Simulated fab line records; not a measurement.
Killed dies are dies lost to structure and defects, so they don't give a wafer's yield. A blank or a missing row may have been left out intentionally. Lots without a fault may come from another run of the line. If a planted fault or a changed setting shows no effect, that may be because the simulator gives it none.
Which tool did it?	flow n5 finfet	32 wafers from 11 lots sampled at 3 of the route's 1938 steps

WHAT THE GAUGES SHOWED, per wafer
N5_BEOL_M12_THK_MEAS_01.
lot	measured	on	M12_ILD_THK (nm)
L338	day 11 10:13	film metro-01	653 654 676
L337	day 11 10:47	film metro-02	650 651 660
L336	day 11 12:52	film metro-02	663 667 658
L341	day 12 12:05	film metro-01	656 649 659
L342	day 12 21:47	film metro-01	656 658 665
L344	day 13 05:59	film metro-02	651 649 654
L345	day 13 21:02	film metro-01	654 668
L346	day 14 13:55	film metro-02	645 642 660
L349	day 14 16:17	film metro-02	654 657 669
L347	day 14 16:38	film metro-02	650 637 656
L351	day 15 05:53	film metro-01	650 660 668

EACH LOT AND THE TOOL THAT RAN IT (in order: tool; ch and the chambers of the sampled wafers; start)
lot	N5_BEOL_M11_TRENCH_ETCH_37	N5_BEOL_M11_PRE_CLEAN_45
L338	rie diel-04 ch 0,3, day 11 08:05 or earlier	pvd sputter-03, day 11 08:05
L337	rie diel-04 ch 0,1,3, day 11 08:15 or earlier	pvd sputter-03, day 11 08:15
L336	rie diel-05 ch 0,2, day 11 10:59 or earlier	pvd sputter-03, day 11 10:59
L341	rie diel-04 ch 0,1,3, day 12 09:23 or earlier	pvd sputter-02, day 12 09:23
L342	rie diel-03 ch 0,1, day 12 19:45 or earlier	pvd sputter-02, day 12 19:45
L344	rie diel-05 ch 1,2, day 13 04:05 or earlier	pvd sputter-02, day 13 04:05
L345	rie diel-05 ch 1, day 13 18:55 or earlier	pvd sputter-03, day 13 18:55
L346	rie diel-05 ch 1,2, day 14 12:10 or earlier	pvd sputter-03, day 14 12:10
L349	rie diel-04 ch 0,3, day 14 13:43 or earlier	pvd sputter-02, day 14 13:43
L347	rie diel-03 ch 0,1,3, day 14 13:50 or earlier	pvd sputter-02, day 14 13:50
L351	rie diel-04 ch 0,1,2, day 15 03:19 or earlier	pvd sputter-03, day 15 03:19
- N5_BEOL_M11_TRENCH_ETCH_37: etches SiCOH lowk in C4F6/O2, target depth 148.83 nm, time 48 s.
- N5_BEOL_M11_PRE_CLEAN_45: time 30 s.

THE ANSWER, worked out from the rows above alone
Rule: usual is defined by the lots themselves. The widest of any qualifying gaps counts: lots, ordered by their means at a reading, are off when they make up no more than a third of the lots, leave a main group of 4 or more, and stand apart from it by 3 or more times the standard deviation of that group's means. A main group whose means are all the same, to the digits that the tables above print for the reading, isn't used. A lot without any number at a reading at which 4 lots or more have one is off too. Any other lot the step has rows for is counted as sound.
Across all readings shown, no lot is off: no conclusion can be drawn from this.

WHAT WAS PUT IN BY THE SIMULATOR
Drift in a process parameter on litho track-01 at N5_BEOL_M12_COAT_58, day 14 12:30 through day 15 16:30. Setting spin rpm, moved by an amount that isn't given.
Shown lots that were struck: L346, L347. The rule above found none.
